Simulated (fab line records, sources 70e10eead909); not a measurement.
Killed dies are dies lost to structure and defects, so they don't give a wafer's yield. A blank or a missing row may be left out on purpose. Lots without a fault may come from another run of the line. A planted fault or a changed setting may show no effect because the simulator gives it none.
A struck lot beside a sound one | flow nand_harc | 14 steps out of a route of 1159
Sound: wafers L271.3, L271.4, L271.5. Struck: wafer L279.5. (L279.2, L279.3 of the same lot were not struck and are left out.) The cause comes at the end.
At each step with rows: each side's tool, then ch and its chambers, then its first start. Under that, the readings that differ: sound wafers | struck wafers | difference of the means | sigmas: that difference in standard deviations of wafers without a fault.
alike: readings whose means differ by less than 2 such deviations, and words and numbers that are the same on both sides. not compared: withheld readings, readings that some wafer has no value for, bounds like >300 that may hide the same value, and numbers for which the record gives no deviation and whose values overlap.
The two part at a step that has a row with sigmas, a row that says differs or no value, or rows on one side only. Numbers that don't overlap but have no deviation are shown without sigmas and don't part them. A reading that every wafer of one side lacks parts them only if that side has two wafers or more.

first, 7 steps without rows for these wafers: NHARC_A_BONDPAD_COAT_33 (time 65 s); NHARC_A_BONDPAD_COAT_03 (resist thk 600 nm); NHARC_A_BONDPAD_SOFTBAKE_04 (time 70 s); NHARC_A_BONDPAD_EBR_05; NHARC_A_BONDPAD_EXPOSE_06 (exposes mask A BPAD); NHARC_A_BONDPAD_PEB_07 (peb time 80 s); NHARC_A_BONDPAD_DEVELOP_08 (time 50 s).
NHARC_A_BONDPAD_CD_MEAS_09: target cd 500 nm.
  sound on cd_sem-02 ch 0, day 18 06:29; struck on cd_sem-02 ch 0, day 21 02:53
  alike: cd_nm
NHARC_A_BONDPAD_OVL_MEAS_35:
  sound on overlay-02, day 18 06:34; struck on overlay-01, day 21 02:58
  alike: overlay_x_nm, overlay_y_nm
then, 1 step without rows for these wafers: NHARC_A_BONDPAD_HARDBAKE_10 (time 65 s).
NHARC_A_BONDPAD_DESCUM_11: chemistry O2, time 3 s.
  sound on rie_diel-01 ch 0,2,3, day 18 06:44; struck on rie_diel-01 ch 1, day 21 03:06
  alike: drypump_motor_current_A, oes_product_au, rf_vpp_V, showerhead_plenum_p_Torr, throttle_valve_pct
  not compared: rf_hours_counter_h
NHARC_A_BONDPAD_ETCH_34: etches the open film in N2/H2, target depth 60 nm, overetch 18 nm, time 65.91 s.
  sound on rie_diel-01 ch 0,1,3, day 18 06:47; struck on rie_diel-01 ch 0, day 21 03:11
  reading                | sound                | struck | difference | sigmas
  rf_vpp_V (V)           | 430.0 435.9 426.8    | 437.1  | +6.2       | +2
  throttle_valve_pct (%) | 14.178 14.173 14.178 | 14.152 | -0.024     | -3
  alike: drypump_motor_current_A, n2_flow_sccm, oes_product_au, showerhead_plenum_p_Torr
  not compared: rf_hours_counter_h
NHARC_A_BONDPAD_ETCH_12: etches the open film in CHF3/O2, target depth 220 nm, time 110 s.
  sound on rie_diel-01 ch 1,2,3, day 18 06:53; struck on rie_diel-01 ch 0, day 21 03:23
  reading                         | sound             | struck | difference | sigmas
  oes_product_au (a.u.)           | 0.922 0.911 0.934 | 0.849  | -0.073     | -3
  rf_vpp_V (V)                    | 369.3 367.1 371.1 | 374.5  | +5.3       | +2
  showerhead_plenum_p_Torr (Torr) | 2.35 2.28 2.36    | 2.58   | +0.25      | +2
  alike: chf3_flow_sccm, drypump_motor_current_A, throttle_valve_pct
  not compared: rf_hours_counter_h
NHARC_A_BONDPAD_CD_MEAS_13:
  sound on cd_sem-01, day 18 07:02; struck on cd_sem-03, day 21 03:32
  alike: cd_nm

WHERE THEY PART
First at NHARC_A_BONDPAD_ETCH_34; last, within this record, at NHARC_A_BONDPAD_ETCH_12. Later steps at which nothing parts them and some readings are alike: NHARC_A_BONDPAD_CD_MEAS_13.

WHY: what the simulator had put in
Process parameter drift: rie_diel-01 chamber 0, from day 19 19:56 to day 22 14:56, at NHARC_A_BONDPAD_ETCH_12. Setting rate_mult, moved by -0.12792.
